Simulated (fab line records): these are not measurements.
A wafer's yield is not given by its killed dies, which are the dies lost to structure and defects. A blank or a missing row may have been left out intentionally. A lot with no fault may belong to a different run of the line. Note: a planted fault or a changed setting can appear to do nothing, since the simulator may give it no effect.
Struck lot and sound lot, side by side + flow nand harc + 14 out of 1302 route steps
Sound: these wafers, L176.1, L176.2, L176.3. The struck wafers were L181.5, L181.6. The cause is given at the end.
For every step that has rows: the tool of each side, followed by ch and its chambers, followed by its first start. Under that, the readings that differ: sound wafers + struck wafers + difference of the means + sigmas: that difference in standard deviations of wafers without a fault.
alike: readings whose means differ by less than 2 such deviations, and words and numbers that are the same on both sides. not compared: withheld readings, readings that some wafer has no value for, bounds like >300 that may hide the same value, and numbers for which the record gives no deviation and whose values overlap.
The two part at a step that has a row with sigmas, a row that says differs or no value, or rows on one side only. Non-overlapping numbers with no deviation appear without sigmas and do not part them. Lack of a reading on every wafer of one side parts them only where that side has two or more wafers.

first, 2 steps without rows for these wafers: NHARC_A_WL_FILL_CVD_03 (deposits W, target thk 40 nm, time 279 s); NHARC_A_WL_FILL_ETCHBACK_04 (etches the open film in NF3, target depth 60 nm, time 120 s).
NHARC_A_WL_FILL_ETCHBACK_05: etches the open film in Cl2/BCl3, target depth 22 nm, time 60 s.
  sound on rie metal-03 ch 0,1, day 21 08:13; struck on rie metal-01 ch 0,1, day 24 07:05
  alike: drypump motor current A, oes product au
  not compared: rf hours counter h
NHARC_A_WL_FILL_STRIP_27: strips in N2/H2, time 20 s.
  sound on plasma asher-01 ch 0,1, day 21 08:21; struck on plasma asher-02 ch 0,1, day 24 07:17
  alike: drypump motor current A, heater power w
  not compared: rf hours counter h
then, 4 steps without rows for these wafers: NHARC_A_WL_FILL_STRIP_28 (strips in post etch residue remover, time 1200 s); NHARC_A_WL_FILL_PRECLEAN_06 (cleans in DIW, time 300 s); NHARC_A_WL_FILL_SRD_07; NHARC_A_WL_FILL_ANNEAL_08 (time 1800 s).
NHARC_A_WL_FILL_ALD_10: deposits SiO2, target thk 50 nm, pulse time 10 s, ald cycles 500.
  sound on ald hk-02 ch 1,2,3, day 21 13:19; struck on ald hk-04 ch 0,3, day 24 17:07
  alike: heater power w, precursor pulse height rel
NHARC_A_WL_FILL_ETCHBACK_16: etches the open film in C4F8/O2/Ar, target depth 120 nm, time 24 s.
  sound: rie diel-04 ch 1,2,3; struck: rie diel-08 ch 0,1
| reading                | sound          | struck    | difference                    | sigmas |
|------------------------|----------------|-----------|-------------------------------|--------|
| oes product au (a.u.)  | 0.92 0.93 0.93 | 0.99 1.01 | +0.07                         | +2     |
| rf hours counter h (h) | 3.1 3.1 3.5    | - -       | no value on the struck wafers |        |
  alike: rf vpp V
NHARC_A_WL_FILL_STRIP_29: strips in O2, time 20 s.
  sound on rie diel-04 ch 0,2,3, day 21 18:03; struck on rie diel-08 ch 0,3, day 24 19:49
| reading                | sound       | struck | difference                    | sigmas |
|------------------------|-------------|--------|-------------------------------|--------|
| rf hours counter h (h) | 3.3 3.1 3.5 | - -    | no value on the struck wafers |        |
  alike: drypump motor current A, oes product au, rf vpp V, showerhead plenum p Torr, throttle valve pct
NHARC_A_WL_FILL_ETCHBACK_17: etches the open film in Cl2/BCl3, target depth 4 nm, time 26.7 s.
  sound on rie metal-01 ch 0,1, day 21 18:08; struck on rie metal-02 ch 0,1, day 24 19:58
| reading               | sound             | struck      | difference | sigmas |
|-----------------------|-------------------|-------------|------------|--------|
| oes product au (a.u.) | 0.979 0.994 0.974 | 0.819 0.848 | -0.149     | -14    |
  alike: drypump motor current A
  not compared: rf hours counter h
then, 1 step without rows for these wafers: NHARC_A_WL_FILL_PRECLEAN_18 (cleans in dHF, time 30 s).
-- record jumps: 4 days between struck wafers' starts before vs after; left off in module A_WL_FILL, resumes in module END, first step shown is number 1302 of the route --
NHARC_END_SORT_01:
  at this point the record logs the struck wafers (prober-02 ch 0, day 28 08:59) and has no rows for the sound ones

WHERE THEY PART
Last at NHARC_END_SORT_01 as far as this record goes, first at NHARC_A_WL_FILL_ETCHBACK_16.

WHY: what the simulator had put in
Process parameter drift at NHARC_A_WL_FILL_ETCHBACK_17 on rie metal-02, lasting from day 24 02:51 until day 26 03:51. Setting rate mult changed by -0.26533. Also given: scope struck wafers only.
